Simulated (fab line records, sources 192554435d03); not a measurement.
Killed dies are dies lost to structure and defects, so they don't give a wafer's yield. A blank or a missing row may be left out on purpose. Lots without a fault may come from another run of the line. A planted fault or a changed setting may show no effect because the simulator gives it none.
fab line records | flow n5_finfet | part 1 of 2: steps 1 to 18 of 26
record lots=5 wafers=15 last_day=15
route steps=1938 shown HKMG_FIN@387
lots that met no fault: from a run of the same line without faults
start_h: hours from the record's first day to the start of the lot's first wafer shown | wait_h: hours since the lot's step before | " the same as in the row above | L1.1+2: a row that stands for several wafers | - no value, or no start given | * or withheld: withheld | < > ~ a bound
route shown NAME@n: a module of which the file shows steps, and the number in the route of the first | usual: mean/standard deviation of fault-free wafers | same: alike in all rows | chamber/n: place in a boat | sites: the reading at each site | _std_site: their standard deviation | _edge_site: outer sites' mean less inner sites' | radius_mm: how far each site lies from the wafer's centre | mask NAME#n: copy n | behind: the tool/chamber that last shaped the wafer | hold: why the lot was held/for how many hours/how that ended | device: the transistor (n, p or np) that didn't switch | end of line: the same wafers' tests at the end of the route | a step without rows: its recipe alone | killed: dies lost to structure and defects at the first sort, not the wafer's yield | map: a wafer's dies, x killed, . not, _ none there
set.NAME: the setting as run; set.NAME@STEP: as run at that earlier step | model.NAME: the simulator's own value behind a step, which no gauge read
lots at some steps of the route; a table a step, a row a wafer
services: from which hour (start_h, from the record's first day; less than 0 if before it) a tool's chamber was out of use, for how many hours, and why
## steps
# step N5_HKMG_FIN_HK_ANNEAL_02
# recipe temp_c=700 time_s=30 ambient=N2 idle_temp_c=600 ramp_up_c_per_s=150 ramp_down_c_per_s=60 cool_to_c=600
# usual lamp_power_pct=8.81/0.054 lamp_zone_3_pct=8.799/0.011 lamp_zone_7_pct=9.194/0.012 wafer_temp_C_max=702.9/0.64
# columns lot.wafer tool chamber start_h wait_h lamp_power_pct lamp_zone_3_pct lamp_zone_7_pct wafer_temp_C_max
L075.2 rtp_anneal-01 0 84.36 0.3 8.74 8.790 9.192 702.9
L075.4 " 0 " " 8.73 8.799 9.213 702.7
L075.6 " 0 " " 8.86 8.806 9.208 701.8
L077.1 rtp_anneal-01 0 100.16 0.2 8.73 8.796 9.195 703.0
L077.5 " 0 " " 8.83 8.792 9.195 702.7
L077.6 " 0 " " 8.74 8.782 9.194 702.4
L081.1 rtp_anneal-02 0 116.58 0.2 8.82 8.818 9.199 703.0
L081.4 " 0 " " 8.95 8.803 9.197 702.6
L081.6 " 0 " " 8.70 8.804 9.191 702.3
L083.4 rtp_anneal-02 0 131.26 0.3 8.82 8.804 9.214 703.7
L083.5 " 0 " " 8.79 8.815 9.196 703.7
L083.6 " 0 " " 8.84 8.797 9.203 703.6
L087.2 rtp_anneal-01 0 155.09 0.1 8.82 8.799 9.189 703.0
L087.4 " 0 " " 8.72 8.797 9.206 702.8
L087.6 " 0 " " 8.84 8.800 9.209 701.9
# step N5_HKMG_FIN_ALD_74
# recipe material=La2O3 target_thk_a=5 temp_c=250 ald_precursor_family=La-Cp ald_co_reactant=O3 pulse_time_s=6 co_reactant_pulse_time_s=1 purge_time_s=3 co_reactant_purge_time_s=3
# usual heater_power_w=355/29 precursor_pulse_height_rel=1.000/0.022
# columns lot.wafer tool chamber start_h wait_h heater_power_w precursor_pulse_height_rel since_wet_clean_h
L075.2 ald_hk-03 1 84.55 0.2 407 1.005 1861
L075.4 " 3 " " 309 1.022 1861
L075.6 " 1 " " 397 0.976 -
L077.1 ald_hk-03 2 100.38 0.2 338 1.017 1876
L077.5 " 1 " " 393 0.994 -
L077.6 " 0 " " 379 0.976 -
L081.1 ald_hk-02 1 116.81 0.2 334 0.980 87
L081.4 " 2 " " 349 0.979 87
L081.6 " 3 " " 345 1.001 -
L083.4 ald_hk-02 1 131.38 0.1 333 1.048 101
L083.5 " 2 " " 344 0.989 -
L083.6 " 1 " " 340 0.980 -
L087.2 ald_hk-02 2 155.28 0.2 343 1.000 125
L087.4 " 3 " " 349 1.044 125
L087.6 " 2 " " 352 0.986 -
# step N5_HKMG_FIN_ALD_75
# recipe material=Al2O3 target_thk_a=10 temp_c=150 ald_precursor_family=TMA ald_co_reactant=H2O pulse_time_s=withheld co_reactant_pulse_time_s=1
# usual heater_power_w=153/13 precursor_pulse_height_rel=1.002/0.019
# columns lot.wafer tool chamber start_h wait_h heater_power_w precursor_pulse_height_rel
L075.2 ald_hk-03 1 84.62 0.0 175 1.029
L075.4 " 3 " " 132 0.991
L075.6 " 1 " " 174 1.019
L077.1 ald_hk-03 2 100.46 0.0 143 0.978
L077.5 " 1 " " 176 1.008
L077.6 " 0 " " 161 1.011
L081.1 ald_hk-02 1 116.88 0.0 143 1.019
L081.4 " 2 " " 148 1.013
L081.6 " 3 " " 147 1.008
L083.4 ald_hk-02 1 131.46 0.0 142 1.007
L083.5 " 2 " " 144 1.000
L083.6 " 1 " " 145 1.011
L087.2 ald_hk-02 2 155.35 0.0 147 0.977
L087.4 " 3 " " 146 0.989
L087.6 " 2 " " 150 0.980
# step N5_HKMG_FIN_COAT_41
# recipe resist=SOC temp_c=250 time_s=60 spin_rpm=1500 resist_thk_nm=300
# usual chill_plate_temp_C=23.00/0.11 spin_speed_rpm=1499.8/1.3
# columns lot.wafer tool chamber start_h wait_h chill_plate_temp_C spin_speed_rpm
L075.2 litho_track-01 0 84.72 - 23.06 1500.1
L075.4 " 0 " " 22.99 1499.6
L075.6 " 0 " " 23.00 1496.8
L077.1 litho_track-01 0 100.56 - 23.06 1500.4
L077.5 " 0 " " 22.94 1501.7
L077.6 " 0 " " 23.07 1501.1
L081.1 litho_track-05 0 116.98 - 23.02 1499.5
L081.4 " 0 " " 22.94 1499.5
L081.6 " 0 " " 23.03 1498.9
L083.4 litho_track-01 0 131.56 - 22.99 1501.1
L083.5 " 0 " " 22.96 1499.3
L083.6 " 0 " " 23.07 1499.6
L087.2 litho_track-04 0 155.45 - 22.92 1499.5
L087.4 " 0 " " 22.95 1499.9
L087.6 " 0 " " 22.91 1498.5
# step N5_HKMG_FIN_COAT_42
# recipe resist=SiARC temp_c=220 time_s=60 spin_rpm=1500 resist_thk_nm=35
# usual chill_plate_temp_C=23.02/0.11 spin_speed_rpm=1500.1/1.2
# columns lot.wafer tool chamber start_h wait_h chill_plate_temp_C spin_speed_rpm
L075.2 litho_track-01 0 - - 23.04 1500.0
L075.4 " 0 " " 22.92 1500.3
L075.6 " 0 " " 22.85 1501.8
L077.1 litho_track-01 0 - - 23.08 1501.4
L077.5 " 0 " " 22.92 1500.2
L077.6 " 0 " " 22.94 1500.4
L081.1 litho_track-05 0 - - 23.02 1500.1
L081.4 " 0 " " 23.11 1500.1
L081.6 " 0 " " 23.22 1501.5
L083.4 litho_track-01 0 - - 22.80 1498.1
L083.5 " 0 " " 23.01 1500.5
L083.6 " 0 " " 22.96 1499.1
L087.2 litho_track-04 0 - - 23.08 1499.6
L087.4 " 0 " " 23.06 1500.4
L087.6 " 0 " " 23.12 1500.5
# step N5_HKMG_FIN_COAT_43
# recipe resist=CAR-ArF spin_rpm=1500 resist_thk_nm=90
# usual chill_plate_temp_C=23.01/0.097 spin_speed_rpm=1499.8/1.2
# columns lot.wafer tool chamber start_h wait_h chill_plate_temp_C spin_speed_rpm
L075.2 litho_track-01 0 - - 22.98 1496.9
L075.4 " 0 " " 22.97 1499.1
L075.6 " 0 " " 22.90 1498.5
L077.1 litho_track-01 0 - - 22.96 1499.2
L077.5 " 0 " " 22.84 1500.5
L077.6 " 0 " " 23.00 1500.6
L081.1 litho_track-05 0 - - 22.94 1497.7
L081.4 " 0 " " 22.79 1499.2
L081.6 " 0 " " 22.87 1501.1
L083.4 litho_track-01 0 - - 23.03 1499.7
L083.5 " 0 " " 23.11 1498.9
L083.6 " 0 " " 23.07 1501.3
L087.2 litho_track-04 0 - - 23.15 1496.9
L087.4 " 0 " " 23.11 1498.7
L087.6 " 0 " " 23.00 1501.6
# step N5_HKMG_FIN_EBR_45
# recipe solvent=PGMEA ebr_width_mm=1.5
# usual chill_plate_temp_C=22.99/0.099
# columns lot.wafer tool chamber start_h wait_h chill_plate_temp_C
L075.2 litho_track-01 0 - - 23.02
L075.4 " 0 " " 22.94
L075.6 " 0 " " 23.13
L077.1 litho_track-01 0 - - 23.04
L077.5 " 0 " " 23.00
L077.6 " 0 " " 22.95
L081.1 litho_track-05 0 - - 22.83
L081.4 " 0 " " 23.05
L081.6 " 0 " " 22.97
L083.4 litho_track-01 0 - - 23.09
L083.5 " 0 " " 23.00
L083.6 " 0 " " 23.18
L087.2 litho_track-04 0 - - 23.06
L087.4 " 0 " " 23.00
L087.6 " 0 " " 23.14
# step N5_HKMG_FIN_SOFTBAKE_44
# recipe temp_c=110 time_s=60 resist=CAR-ArF
# usual chill_plate_temp_C=22.99/0.11
# columns lot.wafer tool chamber start_h wait_h chill_plate_temp_C
L075.2 litho_track-01 0 - - 23.07
L075.4 " 0 " " 23.11
L075.6 " 0 " " 23.25
L077.1 litho_track-01 0 - - 22.94
L077.5 " 0 " " 22.91
L077.6 " 0 " " 23.04
L081.1 litho_track-05 0 - - 23.06
L081.4 " 0 " " 22.87
L081.6 " 0 " " 23.04
L083.4 litho_track-01 0 - - 23.07
L083.5 " 0 " " 23.01
L083.6 " 0 " " 23.01
L087.2 litho_track-04 0 - - 22.92
L087.4 " 0 " " 23.01
L087.6 " 0 " " 22.95
# step N5_HKMG_FIN_EXPOSE_46
# recipe mask_id=NDIPOLE na=1.35 source_shape=conventional sigma_outer=0.8 polarization=unpolarized dose_mj=40
# usual exposure_dose_mJ_cm2=40.05/0.083 stage_vel_mm_s=500.02/0.25
# columns lot.wafer tool chamber start_h wait_h mask exposure_dose_mJ_cm2 stage_vel_mm_s
L075.2 arfi_scanner-02 0 84.85 - NDIPOLE#0 40.17 499.48
L075.4 " 0 " " NDIPOLE#0 40.21 500.20
L075.6 " 0 " " NDIPOLE#0 40.15 499.83
L077.1 arfi_scanner-03 0 100.80 - NDIPOLE#0 40.01 500.41
L077.5 " 0 " " NDIPOLE#0 39.97 499.98
L077.6 " 0 " " NDIPOLE#0 39.98 499.83
L081.1 arfi_scanner-03 0 117.23 - NDIPOLE#0 40.02 499.43
L081.4 " 0 " " NDIPOLE#0 40.01 499.45
L081.6 " 0 " " NDIPOLE#0 40.03 499.45
L083.4 arfi_scanner-03 0 131.69 - NDIPOLE#0 39.96 499.54
L083.5 " 0 " " NDIPOLE#0 39.95 500.03
L083.6 " 0 " " NDIPOLE#0 39.99 499.87
L087.2 arfi_scanner-02 0 155.70 - NDIPOLE#0 40.13 500.08
L087.4 " 0 " " NDIPOLE#0 40.23 500.09
L087.6 " 0 " " NDIPOLE#0 40.21 500.11
# step N5_HKMG_FIN_PEB_47
# recipe peb_temp_c=withheld peb_time_s=60 resist=CAR-ArF
# usual chill_plate_temp_C=23.00/0.098
# columns lot.wafer tool chamber start_h wait_h chill_plate_temp_C
L075.2 litho_track-04 0 84.90 0.0 23.09
L075.4 " 0 " " 22.89
L075.6 " 0 " " 22.86
L077.1 litho_track-05 0 100.86 0.1 22.97
L077.5 " 0 " " 23.01
L077.6 " 0 " " 22.97
L081.1 litho_track-04 0 117.28 0.1 23.11
L081.4 " 0 " " 23.13
L081.6 " 0 " " 23.04
L083.4 litho_track-04 0 131.74 0.0 23.05
L083.5 " 0 " " 23.03
L083.6 " 0 " " 23.02
L087.2 litho_track-01 0 155.76 0.0 23.04
L087.4 " 0 " " 23.09
L087.6 " 0 " " 22.86
# step N5_HKMG_FIN_DEVELOP_48
# recipe develop_time_s=30 developer=TMAH resist=CAR-ArF rinse_liquid=diw dry=air_spin dev_temp_c=23
# usual chill_plate_temp_C=22.99/0.097
# columns lot.wafer tool chamber start_h wait_h chill_plate_temp_C
L075.2 litho_track-04 0 - - 23.01
L075.4 " 0 " " 23.12
L075.6 " 0 " " 23.01
L077.1 litho_track-05 0 - - 23.14
L077.5 " 0 " " 23.05
L077.6 " 0 " " 23.04
L081.1 litho_track-04 0 - - 22.93
L081.4 " 0 " " 22.86
L081.6 " 0 " " 23.02
L083.4 litho_track-04 0 - - 23.03
L083.5 " 0 " " 22.99
L083.6 " 0 " " 22.98
L087.2 litho_track-01 0 - - 22.75
L087.4 " 0 " " 22.78
L087.6 " 0 " " 22.92
# step N5_HKMG_FIN_CD_MEAS_49
# recipe target_cd_nm=202 landing_energy_ev=500 detector=se_inlens polarity=opening
# usual cd_nm=202.3/0.81
# same landing_energy_ev=500
# columns lot.wafer tool chamber start_h wait_h cd_nm
L075.2 cd_sem-03 0 84.97 - 203.5
L075.4 " 0 " " 202.0
L075.6 " 0 " " 202.9
L077.1 cd_sem-02 0 100.93 - 202.1
L077.5 " 0 " " 201.8
L077.6 " 0 " " 203.5
L081.1 cd_sem-01 0 117.35 - 202.8
L081.4 " 0 " " 202.3
L081.6 " 0 " " 202.9
L083.4 cd_sem-03 0 131.80 - 201.7
L083.5 " 0 " " 203.4
L083.6 " 0 " " 203.3
L087.2 cd_sem-02 0 155.82 - 201.0
L087.4 " 0 " " 201.1
L087.6 " 0 " " 200.9
# step N5_HKMG_FIN_OVL_MEAS_50
# recipe points_per_wafer=44
# usual NDIPOLE_OVL=-0.2/0.7
# columns lot.wafer tool chamber start_h wait_h NDIPOLE_OVL[nm]
L075.2 overlay-02 0 85.00 0.0 0.0
L075.4 " 0 " " 0.9
L075.6 " 0 " " 0.8
L077.1 overlay-01 0 100.96 0.0 -0.3
L077.5 " 0 " " -0.2
L077.6 " 0 " " -0.8
L081.1 overlay-02 0 117.38 0.0 1.4
L081.4 " 0 " " 1.1
L081.6 " 0 " " 0.8
L083.4 overlay-02 0 131.83 0.0 -1.0
L083.5 " 0 " " 0.0
L083.6 " 0 " " -1.1
L087.2 overlay-02 0 155.85 0.0 0.8
L087.4 " 0 " " 0.2
L087.6 " 0 " " 0.3
# step N5_HKMG_FIN_INSPECT_61
# recipe mode=adi inspect_instrument=macro
# usual raw_defect_count=2.1/1.3
# columns lot.wafer tool chamber start_h wait_h raw_defect_count
L075.2 defect_inspect-01 - 85.02 0.0 4
L075.4 " - " " 4
L075.6 " - " " 1
L077.1 defect_inspect-02 - 100.98 0.0 3
L077.5 " - " " 4
L077.6 " - " " 2
L081.1 defect_inspect-02 - 117.40 0.0 1
L081.4 " - " " 1
L081.6 " - " " 0
L083.4 defect_inspect-01 - 131.86 0.0 3
L083.5 " - " " 3
L083.6 " - " " 1
L087.2 defect_inspect-02 - 155.88 0.0 2
L087.4 " - " " 0
L087.6 " - " " 2
# step N5_HKMG_FIN_DESCUM_53
# recipe chemistry=O2 time_s=7.9 source_power_w=50 bias_power_w=20 pressure_mtorr=20 rf_frequency_hz=2.712e+07 temp_c=40 resist=CAR-ArF o2_flow_sccm=225
# usual chamber_pressure_mTorr=19.999/0.019 drypump_motor_current_A=5.9/0.43 oes_product_au=0.78/0.069 rf_vpp_V=243.4/1.2 showerhead_plenum_p_Torr=2.10/0.061 throttle_valve_pct=20.4/0.33
# columns lot.wafer tool chamber start_h wait_h chamber_pressure_mTorr drypump_motor_current_A oes_product_au rf_hours_counter_h rf_vpp_V showerhead_plenum_p_Torr throttle_valve_pct
L075.2 rie_diel-06 0 85.05 0.0 19.975 5.7 0.82 92 244.6 2.21 20.4
L075.4 " 1 " " 19.978 6.5 0.73 206 245.6 2.13 20.5
L075.6 " 2 " " 20.020 5.4 0.76 - 242.7 2.09 20.3
L077.1 rie_diel-01 1 101.02 0.0 19.974 5.9 0.73 144 240.6 1.99 20.2
L077.5 " 3 " " 20.015 6.1 0.72 - 243.9 2.09 20.9
L077.6 " 0 " " 19.990 6.5 0.81 - 244.5 2.19 20.5
L081.1 rie_diel-03 0 117.47 0.1 20.034 6.1 0.74 153 243.3 2.13 21.0
L081.4 " 3 " " 19.985 6.3 0.89 - 242.7 2.02 19.9
L081.6 " 0 " " 20.024 6.1 0.74 - 243.3 2.13 21.0
L083.4 rie_diel-01 3 131.89 0.0 20.020 6.1 0.72 210 241.6 2.09 20.9
L083.5 " 1 " " 19.997 6.0 0.73 - 240.6 1.99 20.2
L083.6 " 0 " " 19.990 6.5 0.80 - 244.6 2.19 20.5
L087.2 rie_diel-03 1 156.16 0.3 20.008 5.4 0.83 65 243.7 2.13 20.6
L087.4 " 3 " " 19.995 6.3 0.87 70 242.2 2.02 19.9
L087.6 " 1 " " 20.000 5.4 0.83 - 242.7 2.13 20.6
# step N5_HKMG_FIN_ETCH_54
# recipe chemistry=CF4 target=SiARC target_depth_a=455 mask_material=CAR-ArF time_s=75.8 ion_energy_ev=80 pressure_mtorr=40 source_w=545 bias_w=36 Ar_flow_sccm=100 cf4_flow_sccm=100 ends=cleared
# usual chamber_pressure_mTorr=40.00/0.037 drypump_motor_current_A=5.9/0.43 etch_rf_on_time_s=76.8/2.7 mfc_ar_sccm=100.0/0.31 oes_product_au=0.66/0.056 rf_vpp_V=184.2/1.1 showerhead_plenum_p_Torr=2.16/0.056 throttle_valve_pct=15.65/0.22
# columns lot.wafer tool chamber start_h wait_h chamber_pressure_mTorr drypump_motor_current_A etch_rf_on_time_s mfc_ar_sccm oes_product_au rf_hours_counter_h rf_vpp_V showerhead_plenum_p_Torr throttle_valve_pct
L075.2 rie_diel-06 0 85.09 0.0 40.02 5.7 74.6 99.9 0.70 92 185.4 2.26 15.64
L075.4 " 1 " " 40.03 6.5 79.4 99.7 0.60 206 184.3 2.20 15.85
L075.6 " 2 " " 40.03 5.4 77.6 99.8 0.65 - 185.0 2.13 15.51
L077.1 rie_diel-01 1 101.05 0.0 39.99 6.0 79.4 99.9 0.62 144 181.9 2.06 15.57
L077.5 " 3 " " 40.04 6.1 71.9 100.4 0.64 - 183.8 2.12 15.90
L077.6 " 0 " " 39.96 6.4 81.0 100.1 0.66 - 185.1 2.24 15.67
L081.1 rie_diel-03 0 117.51 0.0 39.96 6.1 72.8 99.6 0.64 153 184.8 2.15 15.89
L081.4 " 3 " " 40.04 6.3 76.5 99.8 0.73 - 183.4 2.09 15.21
L081.6 " 0 " " 40.06 6.1 73.1 99.6 0.63 - 183.3 2.15 15.90
L083.4 rie_diel-01 3 131.92 0.0 40.01 6.1 71.6 100.1 0.63 210 181.0 2.12 15.93
L083.5 " 1 " " 40.01 6.0 79.7 99.8 0.61 - 184.0 2.05 15.60
L083.6 " 0 " " 40.02 6.5 81.1 99.8 0.65 - 185.1 2.24 15.69
L087.2 rie_diel-03 1 156.20 0.0 40.01 5.5 76.5 100.3 0.71 65 184.1 2.18 15.78
L087.4 " 3 " " 39.97 6.3 76.3 99.7 0.72 70 184.0 2.09 15.24
L087.6 " 1 " " 39.93 5.5 76.6 99.9 0.71 - 182.9 2.18 15.77
# step N5_HKMG_FIN_ETCH_55
# recipe chemistry=N2/H2 target=SOC target_depth_a=2400 temp_c=40 time_s=300 ion_energy_ev=200 mask_material=SiARC pressure_mtorr=30 source_w=840 bias_w=150 n2_flow_sccm=200 h2_flow_sccm=200
# usual chamber_pressure_mTorr=30.003/0.027 drypump_motor_current_A=5.9/0.43 oes_product_au=0.77/0.064 rf_vpp_V=524.3/1.9 showerhead_plenum_p_Torr=2.56/0.07 throttle_valve_pct=17.83/0.23
# columns lot.wafer tool chamber start_h wait_h chamber_pressure_mTorr drypump_motor_current_A oes_product_au rf_hours_counter_h rf_vpp_V showerhead_plenum_p_Torr throttle_valve_pct
L075.2 rie_diel-06 0 85.14 0.0 29.971 5.7 0.82 92 526.7 2.66 17.60
L075.4 " 1 " " 30.027 6.5 0.70 206 526.4 2.63 18.17
L075.6 " 2 " " 29.988 5.4 0.76 - 524.0 2.55 17.75
L077.1 rie_diel-01 1 101.11 0.0 30.007 6.0 0.72 144 522.0 2.41 17.57
L077.5 " 3 " " 29.977 6.2 0.78 - 522.0 2.52 18.16
L077.6 " 0 " " 29.990 6.5 0.78 - 526.9 2.66 17.92
L081.1 rie_diel-03 0 117.56 0.0 30.006 6.1 0.75 153 523.2 2.51 17.90
L081.4 " 3 " " 30.004 6.3 0.86 - 522.8 2.47 17.35
L081.6 " 0 " " 29.985 6.1 0.75 - 524.1 2.51 17.91
L083.4 rie_diel-01 3 131.98 0.0 29.986 6.1 0.75 210 522.3 2.52 18.19
L083.5 " 1 " " 29.993 5.9 0.72 - 521.3 2.41 17.59
L083.6 " 0 " " 29.978 6.5 0.76 - 527.6 2.65 17.92
L087.2 rie_diel-03 1 156.25 0.0 30.009 5.5 0.81 65 525.3 2.59 17.95
L087.4 " 3 " " 30.021 6.3 0.84 70 521.4 2.47 17.38
L087.6 " 1 " " 29.995 5.5 0.82 - 524.1 2.59 17.96
# step N5_HKMG_FIN_STRIP_56
# recipe chemistry=N2/H2 temp_c=40 n2_flow_sccm=200 h2_flow_sccm=200 rf_frequency_hz=6e+07
# columns lot.wafer tool chamber start_h wait_h
L075.2+4+6 rie_diel-06 0,1,2 85.33 0.1
L077.1+5+6 rie_diel-01 1,3,0 101.29 0.1
L081.1+4+6 rie_diel-03 0,3,0 117.75 0.1
L083.4+5+6 rie_diel-01 3,1,0 132.16 0.1
L087.2+4+6 rie_diel-03 1,3,1 156.43 0.1
